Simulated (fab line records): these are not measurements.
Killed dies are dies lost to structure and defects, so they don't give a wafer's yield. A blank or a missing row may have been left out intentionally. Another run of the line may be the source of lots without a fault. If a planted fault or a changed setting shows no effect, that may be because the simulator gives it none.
A lot that was struck, set against a sound lot / flow n5Finfet / 15 steps out of a route of 1938
Sound: these wafers, L874.2, L874.3, L874.4. The struck wafers were L887.2, L887.3, L887.6. The cause is named last.
Order at every step that has rows: each side's tool, ch and its chambers, its first start. Under that, the readings that differ: sound wafers / struck wafers / difference of the means / sigmas: that difference in standard deviations of wafers without a fault.
alike: readings with means less than 2 such deviations apart, plus words and numbers identical on both sides. not compared: withheld readings, readings lacking a value on some wafer, bounds such as >300 that could conceal the same value, and numbers that have no deviation in the record and whose values overlap.
Wherever a step has rows on one side only, a row that says differs or no value, or a row with sigmas, the two part there. Numbers that have no deviation but don't overlap get no sigmas and don't part them. Lack of a reading on every wafer of one side parts them only where that side has two or more wafers.

N5_GATE_CUT_VAPOR_ETCH_60: etches HfO2 in BCl3/Cl2.
  sound on rieMetal-03 ch 0,1, day 5 12:27; struck on rieMetal-02 ch 0,1, day 8 07:34
  alike: drypumpMotorCurrentA, oesProductAu
then, 1 step without rows for these wafers: N5_GATE_CUT_ETCH_58 (etches SiNx in CH3F/O2, target depth 17 nm, time 128.6 s).
N5_GATE_CUT_STRIP_59: strips in N2/H2, time 20 s.
  sound on rieDiel-05 ch 0,1,2, day 5 12:36; struck on rieDiel-04 ch 0,1,3, day 8 07:46
  alike: chamberPressureMTorr, drypumpMotorCurrentA, n2FlowSccm, oesProductAu, rfVppV, showerheadPlenumPTorr, throttleValvePct
  not compared: rfHoursCounterH
then, 2 steps without rows for these wafers: N5_GATE_CUT_PRECLEAN_31 (cleans in DIW, time 300 s); N5_GATE_CUT_SRD_32 (time 30 s).
N5_GATE_CUT_SAC_CAP_01: material SiNx, target thk 24 nm, pulse time 1 s, ald cycles 480.
  sound on aldSin-04 ch 1,2,3, day 5 13:11; struck on aldSin-01 ch 0,1,3, day 8 07:58
  alike: heaterPowerW, precursorPulseHeightRel
  not compared: sinceWetCleanH
then, 1 step without rows for these wafers: N5_GATE_CUT_PECVD_57 (deposits SiNx from SiH4/NH3/N2, target thk 21 nm).
N5_GATE_CUT_CMP_02: polishes, stops on SiO2, t overpolish 12.7 s, target thk 0 nm.
  sound on cmp-01 ch 0,1,2, day 5 15:27; struck on cmp-04 ch 0,1,2, day 8 10:20
  alike: motorCurrentA, overpolishRunS, timeToEndpointS
N5_GATE_CUT_HM_DEP_46: deposits SiO2 from TEOS/O2, target thk 130 nm, time 26.6 s.
  sound on pecvd-02 ch 0,1,2, day 5 15:47; struck on pecvd-02 ch 0,2, day 8 10:35
  alike: heaterPowerW, showerheadPlenumPTorr, showerheadVppV, throttleValvePct
  not compared: sinceWetCleanH
then, 2 steps without rows for these wafers: N5_GATE_CUT_COAT_34 (time 60 s, resist thk 60 nm); N5_GATE_CUT_COAT_35 (time 60 s, resist thk 10 nm).
N5_GATE_CUT_COAT_27: time 60 s, resist thk 10 nm.
  sound on lithoTrack-02 ch 0, day 5 15:51; struck on lithoTrack-04 ch 0, day 8 10:40
reading=heaterPowerTotalW (W); sound=392.8 390.3 392.5; struck=407.4 406.9 410.8; difference=+16.5; sigmas=+13
reading=plateTempC (C); sound=204.84 204.78 204.72; struck=211.75 212.23 211.89; difference=+7.18; sigmas=+45
then, 1 step without rows for these wafers: N5_GATE_CUT_COAT_07 (resist thk 30 nm).
-- record jumps: 4 days separate the struck wafers' starts on either side; left off in module GATE_CUT, taken up again in module BEOL_M4, whose first shown step is the route's number 1111 --
N5_BEOL_M4_RC_MEAS_101:
  sound on prober-01 ch 0, day 9 23:47; struck on prober-02 ch 0, day 12 10:10
  alike: DIBL_N, DIBL_P, IOFF_N, IOFF_P, ION_N, ION_P, SS_N, SS_P, VT_N, VT_P
-- a jump in the record: the struck wafers' starts before and after are 4 days apart (it breaks off in module BEOL_M4 and resumes in module PASSIVATION, where the first step shown is number 1936 of the route) --
N5_PASSIVATION_PROBE_49:
  sound on prober-01, day 13 23:08; struck on prober-01, day 16 21:44
  alike: defectLimitedYield, killed_at_M0_to_M3, killed_at_M4_up, killedAtContacts, killedAtFrontEnd, killedAtOther, killedDies, killedOnRim, killedOpen, killedShort, sort_bin_5_function, sort_bin_6_memory, sortNPass, sortYieldPct

## WHERE THEY PART
Only at N5_GATE_CUT_COAT_27, as far as this record shows. Later steps at which nothing parts them and some readings are alike: N5_BEOL_M4_RC_MEAS_101, N5_PASSIVATION_PROBE_49.

WHY: what the simulator had put in
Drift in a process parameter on lithoTrack-04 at N5_GATE_CUT_COAT_27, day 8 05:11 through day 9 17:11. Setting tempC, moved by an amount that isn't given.
